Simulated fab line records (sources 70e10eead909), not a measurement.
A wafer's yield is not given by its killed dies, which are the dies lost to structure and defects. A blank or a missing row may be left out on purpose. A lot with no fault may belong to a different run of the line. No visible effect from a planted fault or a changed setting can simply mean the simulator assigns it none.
A struck lot beside a sound one | flow nandHarc | 15 out of 1302 route steps
Sound: these wafers, L164.1, L164.4, L164.6. Struck: wafers L179.1, L179.2, L179.5. The cause is given at the end.
Order at every step that has rows: each side's tool, ch and its chambers, its first start. Under that, the readings that differ: sound wafers | struck wafers | difference of the means | sigmas: that difference in standard deviations of wafers without a fault.
alike: readings with means less than 2 such deviations apart, plus words and numbers identical on both sides. not compared: withheld readings, readings lacking a value on some wafer, bounds such as >300 that could conceal the same value, and numbers that have no deviation in the record and whose values overlap.
Wherever a step has rows on one side only, a row that says differs or no value, or a row with sigmas, the two part there. When numbers do not overlap yet have no deviation, they are printed without sigmas and do not part them. A reading missing from all wafers of one side parts the sides only when that side holds two or more wafers.

first, 1 step without rows for these wafers: NHARC_P_CONTACT_SRD_26.
NHARC_P_CONTACT_INSPECT_27:
  sound on defectInspect-02, day 6 04:32; struck on defectInspect-02, day 12 10:55
  alike: rawDefectCount
then, 10 steps without rows for these wafers: NHARC_P_M0_DEP_00 (deposits SiOC, target thk 150 nm); NHARC_P_M0_DEHYDRATE_01 (time 120 s); NHARC_P_M0_HMDS_02 (time 30 s); NHARC_P_M0_COAT_33 (time 65 s); NHARC_P_M0_COAT_03 (resist thk 90 nm); NHARC_P_M0_SOFTBAKE_04 (time 55 s); NHARC_P_M0_EBR_05; NHARC_P_M0_EXPOSE_06 (exposes mask P M0, target cd 90 nm); NHARC_P_M0_PEB_07 (peb time 65 s); NHARC_P_M0_DEVELOP_08 (develop time 35 s).
NHARC_P_M0_CD_MEAS_09: target cd 90 nm.
  sound on cdSem-02 ch 0, day 6 05:27; struck on cdSem-03 ch 0, day 12 11:49
reading   | sound          | struck         | difference | sigmas
cdNm (nm) | 90.6 90.1 89.7 | 91.2 92.9 91.9 | +1.9       | +3
NHARC_P_M0_OVL_MEAS_10: pitch 180 nm.
  sound on overlay-02, day 6 05:32; struck on overlay-02, day 12 11:55
reading         | sound          | struck      | difference | sigmas
overlayXNm (nm) | -0.5 -0.6 -0.6 | 0.9 1.0 1.1 | +1.6       | +2
  alike: overlayYNm
-- record jumps: 19 days between struck wafers' starts before vs after; left off in module P_M0, resumes in module END, first step shown is number 1302 of the route --
NHARC_END_SORT_01:
  sound on prober-01 ch 0, day 24 06:25; struck on prober-01 ch 0, day 31 04:20
  alike: defectLimitedYield, killedAtArray, killedAtOther, killedAtPeriphery, killedDies, killedOpen, killedShort

== WHERE THEY PART ==
First at NHARC_P_M0_CD_MEAS_09; last, within this record, at NHARC_P_M0_OVL_MEAS_10. Later steps at which nothing parts them and some readings are alike: NHARC_END_SORT_01.

WHY: what the simulator had put in
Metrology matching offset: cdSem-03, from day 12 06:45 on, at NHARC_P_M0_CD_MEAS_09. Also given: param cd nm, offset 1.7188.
